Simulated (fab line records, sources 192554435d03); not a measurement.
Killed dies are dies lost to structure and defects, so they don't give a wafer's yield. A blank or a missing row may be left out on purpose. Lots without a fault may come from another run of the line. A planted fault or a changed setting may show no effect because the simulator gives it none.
Which tool did it? | flow n5_finfet | 10 lots, 30 wafers sampled, at 5 steps of a route of 1938

WHAT THE GAUGES READ, wafer by wafer
N5_WELL_APT_CD_MEAS_25: target cd 200 nm.
lot  | measured    | on        | cd_nm (nm)
L499 | day 2 21:08 | cd_sem-01 | 200.0 197.2 198.8
L501 | day 3 09:06 | cd_sem-02 | 199.4 201.9 203.3
L505 | day 4 08:49 | cd_sem-03 | 198.3 198.5 195.4
L506 | day 4 15:03 | cd_sem-03 | 203.3 199.5 202.7
L507 | day 4 21:12 | cd_sem-01 | 199.2 196.7 198.7
L510 | day 5 15:03 | cd_sem-02 | 198.1 198.0 194.4
L511 | day 5 21:18 | cd_sem-01 | 200.2 199.5 201.7
L512 | day 6 03:39 | cd_sem-03 | 199.6 199.6 196.7
L513 | day 6 08:56 | cd_sem-01 | 205.5 202.1 203.2
L516 | day 7 03:05 | cd_sem-02 | 204.8 200.8 202.8

N5_BEOL_M4_RC_MEAS_101.
lot  | measured     | on        | DIBL_N (mV/V)  | DIBL_P (mV/V) | IOFF_N (nA/um) | IOFF_P (nA/um) | ION_N (uA/um) | ION_P (uA/um) | SS_N (mV/dec)  | SS_P (mV/dec)  | VT_N (mV)   | VT_P (mV)
L499 | day 10 11:51 | prober-01 | 30.8 40.7 33.8 | 30 41 34      | 0.09 0.24 0.12 | 0.15 0.31 0.19 | 661 677 672   | 461 462 464   | 69.9 73.5 71.3 | 72.2 75.1 72.9 | 257 246 254 | -253 -247 -251
L501 | day 10 19:55 | prober-01 | 33.5 36.6 35.9 | 33 37 36      | 0.12 0.17 0.15 | 0.16 0.22 0.19 | 688 677 699   | 473 462 472   | 70.3 72.3 71.2 | 72.1 73.1 72.9 | 253 247 251 | -253 -251 -251
L505 | day 12 06:24 | prober-02 | 39.0 34.0 33.2 | 35 30 29      | 0.18 0.10 0.10 | 0.17 0.12 0.11 | 661 657 666   | 443 450 447   | 73.2 70.7 70.3 | 73.4 72.7 71.5 | 254 258 260 | -253 -259 -262
L506 | day 12 06:50 | prober-01 | 35.4 34.7 36.0 | 35 36 37      | 0.18 0.17 0.18 | 0.18 0.21 0.22 | 668 690 692   | 453 474 468   | 72.7 71.2 71.7 | 72.9 73.4 73.0 | 246 245 246 | -251 -249 -250
L507 | day 12 11:47 | prober-01 | 37.9 32.9 34.2 | 39 34 35      | 0.20 0.12 0.15 | 0.21 0.15 0.17 | 692 668 681   | 461 452 455   | 72.2 70.1 70.8 | 73.8 73.0 72.6 | 244 252 246 | -251 -255 -253
L510 | day 13 11:35 | prober-02 | 33.7 31.6 34.4 | 31 31 32      | 0.11 0.10 0.14 | 0.13 0.13 0.15 | 662 674 685   | 456 461 461   | 71.3 70.2 71.9 | 72.1 72.6 72.2 | 256 253 252 | -256 -254 -253
L511 | day 13 19:27 | prober-01 | 35.8 36.5 39.0 | 34 36 38      | 0.13 0.13 0.18 | 0.16 0.18 0.20 | 680 673 680   | 465 463 457   | 71.4 71.2 72.0 | 72.1 73.1 73.3 | 253 254 252 | -253 -251 -252
L512 | day 13 20:38 | prober-02 | 33.8 32.8 33.2 | 32 30 29      | 0.11 0.10 0.10 | 0.16 0.13 0.12 | 661 663 655   | 460 457 446   | 70.5 70.5 71.1 | 72.4 72.3 71.8 | 252 254 255 | -251 -259 -258
L513 | day 14 01:21 | prober-01 | 35.2 33.2 34.9 | 35 31 33      | 0.13 0.10 0.13 | 0.20 0.14 0.18 | 672 647 664   | 473 452 461   | 71.3 71.0 71.7 | 72.6 72.2 72.7 | 253 258 255 | -252 -257 -252
L516 | day 15 02:44 | prober-01 | 40.5 39.1 35.2 | 40 40 34      | 0.22 0.21 0.11 | 0.27 0.30 0.19 | 656 690 630   | 451 481 447   | 73.0 72.1 70.9 | 73.8 74.3 72.7 | 252 248 256 | -249 -245 -251

WHICH TOOL RAN EACH LOT (tool, then ch and the chambers of the sampled wafers, then the start)
lot  | N5_ZERO_LAYER_DESCUM_16           | N5_PMOS_HMC_CHANNEL_EPI_COAT_31  | N5_PMOS_HMC_CHANNEL_EPI_STRIP_33
L499 | rie_diel-04 ch 1,3, day 2 18:48   | litho_track-05 ch 0, day 2 23:48 | rie_diel-01 ch 0,1,2, day 3 00:31
L501 | rie_diel-06 ch 0,2, day 3 06:58   | litho_track-05 ch 0, day 3 11:11 | rie_diel-01 ch 0,2,3, day 3 11:38
L505 | rie_diel-06 ch 0,2,3, day 4 06:48 | litho_track-02 ch 0, day 4 10:38 | rie_diel-01 ch 0,1,3, day 4 11:11
L506 | rie_diel-04 ch 0,2,3, day 4 13:01 | litho_track-04 ch 0, day 4 16:53 | rie_diel-01 ch 0,2,3, day 4 17:20
L507 | rie_diel-01 ch 0,2,3, day 4 18:42 | litho_track-02 ch 0, day 4 23:01 | rie_diel-06 ch 2,3, day 4 23:29
L510 | rie_diel-01 ch 0,2, day 5 12:48   | litho_track-05 ch 0, day 5 17:02 | rie_diel-06 ch 0,1,3, day 5 17:37
L511 | rie_diel-04 ch 1,2,3, day 5 18:41 | litho_track-02 ch 0, day 5 23:07 | rie_diel-04 ch 1,2,3, day 5 23:41
L512 | rie_diel-01 ch 0,1,2, day 6 01:04 | litho_track-02 ch 0, day 6 05:37 | rie_diel-04 ch 1,2, day 6 06:04
L513 | rie_diel-04 ch 0,2,3, day 6 06:48 | litho_track-02 ch 0, day 6 11:27 | rie_diel-06 ch 0,1,2, day 6 12:01
L516 | rie_diel-01 ch 1,2, day 7 00:48   | litho_track-04 ch 0, day 7 05:25 | rie_diel-04 ch 0,1,2, day 7 06:17
- N5_ZERO_LAYER_DESCUM_16: chemistry O2, time 7.9 s.
- N5_PMOS_HMC_CHANNEL_EPI_COAT_31: time 60 s, resist thk 66 nm.
- N5_PMOS_HMC_CHANNEL_EPI_STRIP_33: strips in N2/H2.

WHAT THE TOOLS THEMSELVES READ (means of the sampled wafers that have a number; where no wafer has one, the mark that the record gives instead)
N5_ZERO_LAYER_DESCUM_16.
lot  | tool        | drypump_motor_current_A (A) | oes_product_au (a.u.) | rf_vpp_V (V) | showerhead_plenum_p_Torr (Torr) | throttle_valve_pct (%)
L499 | rie_diel-04 | 5.3                         | 0.70                  | 243.1        | 2.10                            | 20.61
L501 | rie_diel-06 | 5.4                         | 0.82                  | 243.1        | 2.06                            | 20.59
L505 | rie_diel-06 | 5.2                         | 0.81                  | 242.1        | 2.07                            | 20.42
L506 | rie_diel-04 | 5.3                         | 0.73                  | 243.3        | 2.08                            | 20.53
L507 | rie_diel-01 | 5.6                         | 0.83                  | 242.2        | 2.09                            | 20.28
L510 | rie_diel-01 | 5.9                         | 0.75                  | 242.7        | 2.08                            | 20.34
L511 | rie_diel-04 | 5.5                         | 0.71                  | 242.7        | 2.07                            | 20.53
L512 | rie_diel-01 | 5.8                         | 0.78                  | 244.3        | 2.12                            | 20.38
L513 | rie_diel-04 | 5.3                         | 0.71                  | 243.9        | 2.07                            | 20.54
L516 | rie_diel-01 | 5.3                         | 0.84                  | 244.4        | 2.13                            | 20.37

N5_PMOS_HMC_CHANNEL_EPI_COAT_31.
lot  | tool           | spin_speed_rpm (rpm)
L499 | litho_track-05 | 1499.7
L501 | litho_track-05 | 1500.8
L505 | litho_track-02 | 1501.3
L506 | litho_track-04 | 1500.9
L507 | litho_track-02 | 1500.5
L510 | litho_track-05 | 1500.3
L511 | litho_track-02 | 1535.9
L512 | litho_track-02 | 1536.3
L513 | litho_track-02 | 1535.6
L516 | litho_track-04 | 1500.7

N5_PMOS_HMC_CHANNEL_EPI_STRIP_33.
lot  | tool        | drypump_motor_current_A (A) | h2_flow_sccm (sccm) | oes_product_au (a.u.) | power_w (W) | rf_vpp_V (V) | showerhead_plenum_p_Torr (Torr) | throttle_valve_pct (%)
L499 | rie_diel-01 | 5.7                         | 300.4               | 0.81                  | 500.3       | 55.3         | 3.40                            | 19.1
L501 | rie_diel-01 | 5.6                         | 299.9               | 0.84                  | 499.7       | 54.2         | 3.37                            | 19.1
L505 | rie_diel-01 | 5.8                         | 300.0               | 0.78                  | 498.5       | 54.5         | 3.40                            | 19.0
L506 | rie_diel-01 | 5.6                         | 300.9               | 0.82                  | 499.8       | 55.6         | 3.37                            | 19.1
L507 | rie_diel-06 | 5.2                         | 300.4               | 0.85                  | 499.3       | 53.2         | 3.40                            | 18.5
L510 | rie_diel-06 | 5.4                         | 300.4               | 0.74                  | 501.4       | 52.5         | 3.28                            | 19.1
L511 | rie_diel-04 | 5.5                         | 300.3               | 0.72                  | 500.6       | 52.6         | 3.33                            | 19.2
L512 | rie_diel-04 | 5.6                         | 300.2               | 0.73                  | 499.2       | 54.2         | 3.36                            | 19.0
L513 | rie_diel-06 | 5.5                         | 300.4               | 0.78                  | 499.5       | 53.8         | 3.31                            | 18.9
L516 | rie_diel-04 | 5.5                         | 299.1               | 0.72                  | 498.7       | 53.9         | 3.38                            | 19.2

THE ANSWER, worked out from the rows above alone
Rule: what is usual is taken from the lots themselves. Put in order of their means at a reading, lots are off if they are a third of the lots or fewer, leave a main group of 4 or more, and stand apart from it by a gap of 3 or more times the standard deviation of the main group's means; of several such gaps the widest counts. A main group whose means are all the same, to the digits that the tables above print for the reading, isn't used. A lot without any number at a reading at which 4 lots or more have one is off too. The other lots that the step has rows for count as sound. The gauges are gone through in route order, then the tools' own readings, and for those a lot's mean is taken as printed above. The first step at which some lot is off is used, and at that step the reading that is off furthest; a lot without a number counts as furthest.
Off: L511, L512, L513, at N5_PMOS_HMC_CHANNEL_EPI_COAT_31 (spin_speed_rpm). The main group: mean 1500.6 rpm, standard deviation 0.47.
A tool fits if, at that step or a process step before it, it ran every lot that is off, and no sound lot after the first of them. One fits: litho_track-02 at N5_PMOS_HMC_CHANNEL_EPI_COAT_31. Its last sound lot is L507 (day 4 23:01), its first lot that is off L511 (day 5 23:07): a fault that began between those two fits.
The tool's own readings at N5_PMOS_HMC_CHANNEL_EPI_COAT_31 bear it out: on the lots that are off they differ by more than 5 times the standard deviation of the sound lots' means. spin_speed_rpm reads 1535.9 rpm there against 1500.6 rpm on the sound lots.

WHAT THE SIMULATOR HAD PUT IN
Process parameter drift: litho_track-02, from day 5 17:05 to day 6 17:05, at N5_PMOS_HMC_CHANNEL_EPI_COAT_31. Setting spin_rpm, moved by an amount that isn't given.
Lots struck among those shown: L511, L512, L513. The rule above found the same.
